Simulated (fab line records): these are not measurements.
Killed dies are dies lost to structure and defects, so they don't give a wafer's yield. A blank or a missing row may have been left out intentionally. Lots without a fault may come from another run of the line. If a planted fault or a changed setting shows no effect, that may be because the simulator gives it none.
Which of the tools did it? -- flow n5Finfet -- Sampling: 10 lots, 30 wafers, 4 of 1938 route steps

## WHAT THE GAUGES READ, wafer by wafer
N5_BEOL_M4_RC_MEAS_101. Usual: DIBL_N 36.9 mV/V, standard deviation 1.7; DIBL_P 37.3 mV/V, standard deviation 2.3; IOFF_N 0.16 nA/um, standard deviation 0.033; IOFF_P 0.22 nA/um, standard deviation 0.04; ION_N 673 uA/um, standard deviation 12; ION_P 463 uA/um, standard deviation 8; SS_N 71.6 mV/dec, standard deviation 0.58; SS_P 73.4 mV/dec, standard deviation 0.74; VT_N 250 mV, standard deviation 3.2; VT_P -250 mV, standard deviation 3.4.
lot,measured,on,DIBL_N (mV/V),DIBL_P (mV/V),IOFF_N (nA/um),IOFF_P (nA/um),ION_N (uA/um),ION_P (uA/um),SS_N (mV/dec),SS_P (mV/dec),VT_N (mV),VT_P (mV),flag
L408,day 8 13:19,prober-02,35.8 36.7 36.7,38.3 38.5 39.2,0.15 0.16 0.16,0.19 0.20 0.21,669 675 667,455 463 458,71.9 71.5 71.4,74.0 73.6 74.5,251 249 250,-256 -255 -254,
L410,day 8 18:08,prober-02,37.3 36.1 36.7,38.3 37.8 38.3,0.18 0.16 0.18,0.23 0.22 0.24,676 668 684,460 464 475,72.1 71.6 72.0,73.7 72.9 72.8,249 252 247,-249 -250 -249,
L414,day 10 02:21,prober-01,40.5 37.7 36.3,41.6 37.0 35.5,0.24 0.17 0.14,0.30 0.21 0.19,687 668 661,473 462 454,72.5 71.4 71.3,74.3 73.4 72.9,245 249 251,-245 -250 -251,
L417,day 10 09:36,prober-02,38.0 37.7 37.2,39.0 38.5 37.2,0.20 0.17 0.16,0.30 0.29 0.25,690 669 673,487 474 471,71.6 71.6 71.3,73.9 74.0 72.9,245 251 251,-242 -245 -245,
L422,day 11 21:56,prober-01,35.4 35.7 35.7,36.1 36.8 36.9,0.14 0.13 0.13,0.18 0.19 0.20,682 650 669,468 452 462,71.1 71.7 71.7,73.3 73.2 73.1,252 255 251,-256 -253 -252,
L423,day 12 03:09,prober-02,36.6 34.0 36.0,36.8 33.8 36.7,0.16 0.12 0.16,0.22 0.17 0.21,674 660 693,465 457 469,72.5 71.4 71.6,73.8 72.9 73.8,251 254 249,-250 -254 -249,
L424,day 12 09:53,prober-01,37.3 36.8 36.2,38.6 38.4 38.2,0.19 0.18 0.16,0.23 0.25 0.23,678 676 669,463 463 460,72.3 71.2 71.0,73.4 73.5 73.0,248 249 252,-248 -247 -247,
L427,day 13 16:40,prober-02,37.1 34.8 32.6,37.2 35.2 31.7,0.18 0.14 0.10,0.22 0.18 0.15,677 677 650,461 458 449,71.6 70.7 69.9,74.7 72.4 72.3,246 252 257,-251 -254 -259,
L429,day 13 19:45,prober-02,38.6 39.3 37.7,39.3 39.4 38.0,0.18 0.18 0.14,0.24 0.23 0.21,673 669 661,459 459 453,71.7 72.6 72.0,73.9 74.4 73.8,252 251 255,-252 -253 -255,
L430,day 13 23:04,prober-02,36.1 38.0 37.1,35.9 37.9 36.7,0.13 0.15 0.14,0.19 0.22 0.20,649 676 662,447 464 456,71.3 71.4 70.7,72.5 73.6 73.4,254 252 252,-250 -249 -253,

## TOOL THAT RAN EACH LOT (tool first, then ch and the chambers of the sampled wafers, then the start)
lot,N5_BEOL_M1_SPUTTER_86,N5_BEOL_M1_ANNEAL_89,N5_BEOL_M1_CMP_52
L408,"pvdSputter-01, day 6 20:35","pvdSputter-01, day 6 20:53","cmp-02 ch 0,1,2, day 6 22:13"
L410,"pvdSputter-02, day 6 23:59","pvdSputter-02, day 7 00:17","cmp-04 ch 1,2,3, day 7 01:41"
L414,"pvdSputter-02, day 8 07:01","pvdSputter-02, day 8 07:19","cmp-01 ch 0,1,2, day 8 08:37"
L417,"pvdSputter-02, day 8 21:56","pvdSputter-02, day 8 22:14","cmp-01 ch 0,1,2, day 8 23:31"
L422,"pvdSputter-03, day 10 04:37","pvdSputter-03, day 10 04:55","cmp-02 ch 0,2,3, day 10 06:33"
L423,"pvdSputter-02, day 10 05:59","pvdSputter-02, day 10 06:17","cmp-02 ch 0,1, day 10 08:08"
L424,"pvdSputter-03, day 10 19:30","pvdSputter-03, day 10 19:48","cmp-02 ch 0,1, day 10 21:08"
L427,"pvdSputter-02, day 11 19:07","pvdSputter-02, day 11 19:25","cmp-04 ch 0,2,3, day 11 20:43"
L429,"pvdSputter-01, day 11 19:45","pvdSputter-01, day 11 20:03","cmp-04 ch 0,1, day 11 21:28"
L430,"pvdSputter-01, day 12 16:17","pvdSputter-01, day 12 16:35","cmp-04 ch 0,1,2, day 12 17:52"
- N5_BEOL_M1_SPUTTER_86: material Cu, target thk 4.5 nm, time 8.29 s.
- N5_BEOL_M1_ANNEAL_89: time 240 s.
- N5_BEOL_M1_CMP_52: polishes, stops on SiOC, t overpolish 6.8 s, target thk 40 nm.

## AS READ BY THE TOOLS THEMSELVES (means over the sampled wafers that have a number; for cases with no such wafer, the mark the record gives instead)
N5_BEOL_M1_SPUTTER_86. Usual: chuckGasFlowSccm 1.26 sccm, standard deviation 0.055; chuckSensorTempC -15.9 C, standard deviation 0.51; susceptorTempC -20.02 C, standard deviation 0.11; throttleValvePct 29.6 %, standard deviation 1.
lot,tool,chuckGasFlowSccm (sccm),chuckSensorTempC (C),susceptorTempC (C),throttleValvePct (%),flag
L408,pvdSputter-01,1.26,-16.0,-20.08,29.3,
L410,pvdSputter-02,1.21,-15.7,-20.11,29.1,
L414,pvdSputter-02,1.26,-15.7,-20.13,29.0,
L417,pvdSputter-02,1.21,-16.0,-20.05,28.6,
L422,pvdSputter-03,1.29,-16.1,-20.05,29.9,
L423,pvdSputter-02,1.25,-15.6,-19.91,29.3,
L424,pvdSputter-03,1.26,-16.1,-20.03,29.7,
L427,pvdSputter-02,1.26,-15.5,-19.90,29.3,
L429,pvdSputter-01,1.27,-15.6,-20.06,30.5,
L430,pvdSputter-01,1.27,-16.2,-20.03,29.9,

N5_BEOL_M1_ANNEAL_89. Usual: heaterPowerW 797 W, standard deviation 69; susceptorTempC 399.97 C, standard deviation 0.19; susceptor_temp_C_max 401.0, standard deviation 0.41.
lot,tool,heaterPowerW (W),susceptorTempC (C),susceptor_temp_C_max,flag
L408,pvdSputter-01,860,399.93,401.2,
L410,pvdSputter-02,779,400.08,400.9,
L414,pvdSputter-02,773,399.80,400.6,
L417,pvdSputter-02,746,399.91,400.7,
L422,pvdSputter-03,736,399.88,400.8,
L423,pvdSputter-02,815,399.90,400.9,
L424,pvdSputter-03,723,399.93,401.4,
L427,pvdSputter-02,813,399.92,400.9,
L429,pvdSputter-01,860,400.07,401.1,
L430,pvdSputter-01,871,400.03,401.0,

N5_BEOL_M1_CMP_52. Usual: barrierFieldEndpointS 24.5 s, standard deviation 0.68; clearingPlatenRpm 50.003 rpm, standard deviation 0.027; motorCurrentA 6.1 A, standard deviation 0.44; overpolishRunS 6.799 s, standard deviation 0.0098; timeToEndpointS 61.9 s, standard deviation 2.9.
lot,tool,barrierFieldEndpointS (s),clearingPlatenRpm (rpm),motorCurrentA (A),overpolishRunS (s),timeToEndpointS (s),flag
L408,cmp-02,25.2,50.013,6.2,6.810,61.7,
L410,cmp-04,24.1,50.015,6.3,6.801,63.0,
L414,cmp-01,24.5,49.999,5.9,6.802,63.8,
L417,cmp-01,24.1,50.005,5.7,6.797,59.7,
L422,cmp-02,25.8,49.960,6.1,6.792,65.4,
L423,cmp-02,20.7,50.009,6.5,6.795,52.7,OFF
L424,cmp-02,21.0,50.044,6.5,6.800,55.7,OFF
L427,cmp-04,23.6,49.974,6.2,6.798,58.7,
L429,cmp-04,24.3,50.007,6.0,6.796,62.4,
L430,cmp-04,24.4,50.005,6.2,6.799,59.9,

## THE ANSWER, worked out from the rows above alone
Rule: a lot counts as off when the mean over its wafers that have a number is more than 3 standard deviations away from the usual mean. Also off: a lot with no number at a reading for which 4 or more lots have one. Where the step has rows for the other lots, those lots are counted as sound. Order of review: gauges by route order, followed by the tools' own readings, for which a lot's mean as printed above is used. The first step at which some lot is off is used, and at that step the reading that is off furthest; a lot without a number counts as furthest.
Off: L423, L424, at N5_BEOL_M1_CMP_52 (barrierFieldEndpointS).
If a tool, at that step or one of the process steps before it, ran each lot that is off and ran no sound lot following the first of them, it fits. One fits: N5_BEOL_M1_CMP_52 on cmp-02. A fault onset in the window from L422 (day 10 06:33, its last sound lot) to L423 (day 10 08:08, its first lot off) fits.
On the lots that are off, the tool's own readings at N5_BEOL_M1_CMP_52 differ by more than 5 times the standard deviation of the sound lots' means, which bears it out; barrierFieldEndpointS reads 20.9 s there versus 24.5 s on the sound lots.

## WHAT THE SIMULATOR PUT IN
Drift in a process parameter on cmp-02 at N5_BEOL_M1_CMP_52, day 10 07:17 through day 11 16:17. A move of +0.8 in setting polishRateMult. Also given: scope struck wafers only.
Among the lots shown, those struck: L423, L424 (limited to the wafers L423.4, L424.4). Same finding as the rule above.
